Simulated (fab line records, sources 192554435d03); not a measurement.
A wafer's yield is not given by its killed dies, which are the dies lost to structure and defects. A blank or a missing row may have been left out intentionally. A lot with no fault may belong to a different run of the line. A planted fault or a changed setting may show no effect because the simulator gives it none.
Problem report in the 8D (eight disciplines) form, filled by code ; flow n5-finfet ; the parts of the form that need people (team, actions taken, sign-off) are left out

## 1. THE PROBLEM
Wafers without a fault read 126.0 W, standard deviation 0.38; bias-w at N5_MIM_BOT_ETCH_ETCH_00 reads a mean of 120.1 W on 6 wafers belonging to 2 lots. That is -16 standard deviations from the usual mean.
The step: etches TiN in Cl2/BCl3, target depth 45.5 nm.
The first sign was on wafer L718.1 at day 15 20:34, on rie-metal-03. Wafers with a number at this step in the record: 28, from 10 lots. Rule for "out", or "out of limits": more than 4 standard deviations from the usual mean. The rest of the wafers with a number are treated as sound.

## 2. WHAT IT IS, AND WHAT IT ISN'T
question;is;is not
which readings at this step;bias-w;chamber-pressure-mTorr, drypump-motor-current-A, mfc-ar-sccm, oes-product-au, throttle-valve-pct
which lots;L718, L721;L708, L709, L713, L723, L724, L727, L729, L730
which wafers of those lots;all that have a number;-
read on which tools;rie-metal-03;rie-metal-01, rie-metal-02
when;from day 15 20:34;"up to then (9 sound wafers); but 13 sound wafers of L723, L724, L727, L729, L730 came after"

## 3. SUSPECTS, AND WHAT RULES EACH OUT
Counting: a tool stays on the suspect list if, at a process step up to the reading, it processed all lots that are out and no sound lot following the first of them.
- ald-hk-01 at N5_MIM_TOP_ALD_02 (deposits Al2O3, purge time 3 s, co reactant pulse time 3 s): kept. All lots that are out passed through it, beginning with L718 at day 15 19:53, and no sound lot followed; its final sound lot before that point was L708 at day 12 16:30. N5_MIM_TOP_ALD_02 gives no start for some lots, so the hours and the order of its lots are those of N5_MIM_TOP_ETCH_PECVD_03.
- pecvd-04 at N5_MIM_TOP_ETCH_PECVD_03 (deposits SiNx from SiH4/NH3/N2, target thk 20 nm, time 17.6 s): ruled out as a lasting fault. Sound lots L729 ran on it after its first lot that is out, L718 (day 15 19:53).
- rie-metal-03 at N5_MIM_BOT_ETCH_ETCH_00 (etches TiN in Cl2/BCl3, target depth 45.5 nm): kept. It ran every lot that is out, first L718 (day 15 20:34), and no sound lot after that. On those wafers its own readings are out: bias-w.
What counting leaves: ald-hk-01 at N5_MIM_TOP_ALD_02 and rie-metal-03 at N5_MIM_BOT_ETCH_ETCH_00.

## 4. THE CAUSE (what the simulator had put in)
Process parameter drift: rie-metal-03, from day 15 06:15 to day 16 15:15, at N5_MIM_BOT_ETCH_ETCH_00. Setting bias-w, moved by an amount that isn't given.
Of the 2 suspects that counting leaves, this tool is one.

## 5. THE EFFECT CHAIN, in route order
Each row: a reading whose mean over the struck wafers that have a number lies more than 3 standard deviations from the usual. Scope: only readings with a usual standard deviation given in the record; hours: median across lots of the time from each lot's start at the first step in this table that gives one to its start at this step; sigmas: change in usual standard deviations.
hours;step;reading;usual;on struck wafers;change;sigmas
0;N5_MIM_BOT_ETCH_ETCH_00;bias-w;126.0 W;120.1;-5.9;-16
It contains these process steps:
- N5_MIM_BOT_ETCH_ETCH_00: etches TiN in Cl2/BCl3, target depth 45.5 nm.

## 6. HOW IT WOULD HAVE BEEN CAUGHT EARLIER
In this record no reading fell out of limits until day 15 20:34, 14 hours after the fault had begun at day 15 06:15.
